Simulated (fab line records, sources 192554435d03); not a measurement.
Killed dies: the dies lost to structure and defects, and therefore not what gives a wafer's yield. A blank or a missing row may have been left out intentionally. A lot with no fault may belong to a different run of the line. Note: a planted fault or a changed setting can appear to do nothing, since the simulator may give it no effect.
Chamber matching + flow n5Finfet + N5_BEOL_M8_CMP_52 on cmp-02: 4 sister chambers
The step polishes, stops on SiCOH lowk, t overpolish 6.9 s, target thk 80 nm. 4 wafers are shown with their chamber, then 8 later ones without.

EACH WAFER AND ITS CHAMBER
| wafer  | chamber | motorCurrentA (A) |
|--------|---------|-------------------|
| L085.1 | 0       | 6.7               |
| L085.2 | 3       | 5.2               |
| L085.3 | 2       | 6.1               |
| L086.3 | 1       | 6.5               |

WAFERS WITH NO CHAMBER GIVEN
| wafer  | motorCurrentA (A) |
|--------|-------------------|
| L086.4 | 5.3               |
| L086.6 | 6.2               |
| L091.1 | 6.0               |
| L091.5 | 6.1               |
| L091.6 | 5.4               |
| L096.1 | 5.5               |
| L096.4 | 6.7               |
| L096.6 | 5.6               |

THE CHAMBER EACH PASSED THROUGH
| wafer  | from the rows above          | in truth |
|--------|------------------------------|----------|
| L086.4 | 3                            | 3        |
| L086.6 | can't be placed: 2 or 1 or 0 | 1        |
| L091.1 | 2                            | 2        |
| L091.5 | 2                            | 2        |
| L091.6 | 3                            | 3        |
| L096.1 | can't be placed: 3 or 2      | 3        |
| L096.4 | can't be placed: 0 or 1      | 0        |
| L096.6 | can't be placed: 3 or 2      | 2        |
Correctly placed: 4 of 8. Can't be placed from these rows: 4 (the true chamber is among the candidates in 4). Number placed wrongly: 0.
How it was worked out, from the rows above alone: a wafer's distance from a chamber is the root of the sum, over the readings, of the square of ((its reading less the chamber's mean) divided by the reading's scatter). The wafer belongs to the nearest chamber; if the next one is less than 2 further off, it can't be placed. For every chamber, the mean is computed from those of its wafers that are shown. The scatter: root of mean squared gap, hidden wafer to nearest shown wafer, with one shown wafer a chamber.
